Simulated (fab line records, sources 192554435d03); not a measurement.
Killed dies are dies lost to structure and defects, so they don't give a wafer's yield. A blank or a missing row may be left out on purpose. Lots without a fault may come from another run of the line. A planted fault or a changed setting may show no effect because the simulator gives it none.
Which tool did it? | flow n5_finfet | 8 lots, 23 wafers sampled, at 4 steps of a route of 1938

WHAT THE GAUGES READ, wafer by wafer
N5_STI_FIN_REVEAL_CD_MEAS_22: target cd 6.238 nm, pitch 28 nm.
lot  | measured    | on        | cd_nm (nm)
L626 | day 2 13:22 | cd_sem-02 | 6.1 6.4 6.3
L631 | day 3 19:44 | cd_sem-03 | 6.3 6.0 6.2
L639 | day 5 18:51 | cd_sem-01 | 7.4 7.5 7.8
L640 | day 6 01:46 | cd_sem-03 | 7.4 7.1 7.4
L644 | day 7 02:58 | cd_sem-01 | 5.5 5.6 7.1
L647 | day 7 18:28 | cd_sem-02 | 6.0 6.7 6.3
L648 | day 8 03:43 | cd_sem-01 | 5.9 6.3 6.3
L649 | day 8 10:21 | cd_sem-03 | 6.3 6.3

WHICH TOOL RAN EACH LOT (tool, then ch and the chambers of the sampled wafers, then the start)
lot  | N5_FIN_CUT_CUT_ETCH_15          | N5_FIN_CUT_STRIP_22               | N5_STI_FIN_REVEAL_OXIDATION_31
L626 | rie_si-04 ch 1,2,3, day 2 04:21 | rie_diel-01 ch 1,2, day 2 04:28   | plasma_asher-02 ch 0,1, day 2 12:51
L631 | rie_si-02 ch 0,1,2, day 3 09:09 | rie_diel-03 ch 0,2, day 3 09:16   | plasma_asher-02 ch 1, day 3 19:13
L639 | rie_si-02 ch 0,1, day 5 09:17   | rie_diel-02 ch 1,2,3, day 5 09:29 | plasma_asher-02 ch 0,1, day 5 18:20
L640 | rie_si-04 ch 1,2,3, day 5 15:52 | rie_diel-02 ch 0,2,3, day 5 15:59 | plasma_asher-01 ch 0,1, day 6 01:14
L644 | rie_si-01 ch 0,1, day 6 16:20   | rie_diel-03 ch 0,3, day 6 16:28   | plasma_asher-02 ch 0,1, day 7 02:26
L647 | rie_si-02 ch 0,1,3, day 7 09:32 | rie_diel-02 ch 1,2,3, day 7 09:40 | plasma_asher-01 ch 0,1, day 7 17:56
L648 | rie_si-01 ch 0,2,3, day 7 18:11 | rie_diel-02 ch 0,1,3, day 7 18:23 | plasma_asher-02 ch 0,1, day 8 03:10
L649 | rie_si-02 ch 0,1, day 7 22:47   | rie_diel-02 ch 0,1, day 7 22:55   | plasma_asher-02 ch 0,1, day 8 09:52
- N5_FIN_CUT_CUT_ETCH_15: etches Si in HBr/Cl2/O2, target depth 100 nm, bt time 10 s, time 42.4 s.
- N5_FIN_CUT_STRIP_22: strips in N2/H2.
- N5_STI_FIN_REVEAL_OXIDATION_31: chemistry O2 PLASMA REMOTE, time 20 s.

THE ANSWER, worked out from the rows above alone
Rule: what is usual is taken from the lots themselves. Put in order of their means at a reading, lots are off if they are a third of the lots or fewer, leave a main group of 4 or more, and stand apart from it by a gap of 3 or more times the standard deviation of the main group's means; of several such gaps the widest counts. A main group whose means are all the same, to the digits that the tables above print for the reading, isn't used. A lot without any number at a reading at which 4 lots or more have one is off too. The other lots that the step has rows for count as sound.
Off: L639, L640, at N5_STI_FIN_REVEAL_CD_MEAS_22 (cd_nm). The main group: mean 6.2 nm, standard deviation 0.092.
A tool fits if, at a process step before that reading, it ran every lot that is off, and no sound lot after the first of them. The gauges at N5_STI_FIN_REVEAL_CD_MEAS_22 are tried like those tools. None of those tried fits.

WHAT THE SIMULATOR HAD PUT IN
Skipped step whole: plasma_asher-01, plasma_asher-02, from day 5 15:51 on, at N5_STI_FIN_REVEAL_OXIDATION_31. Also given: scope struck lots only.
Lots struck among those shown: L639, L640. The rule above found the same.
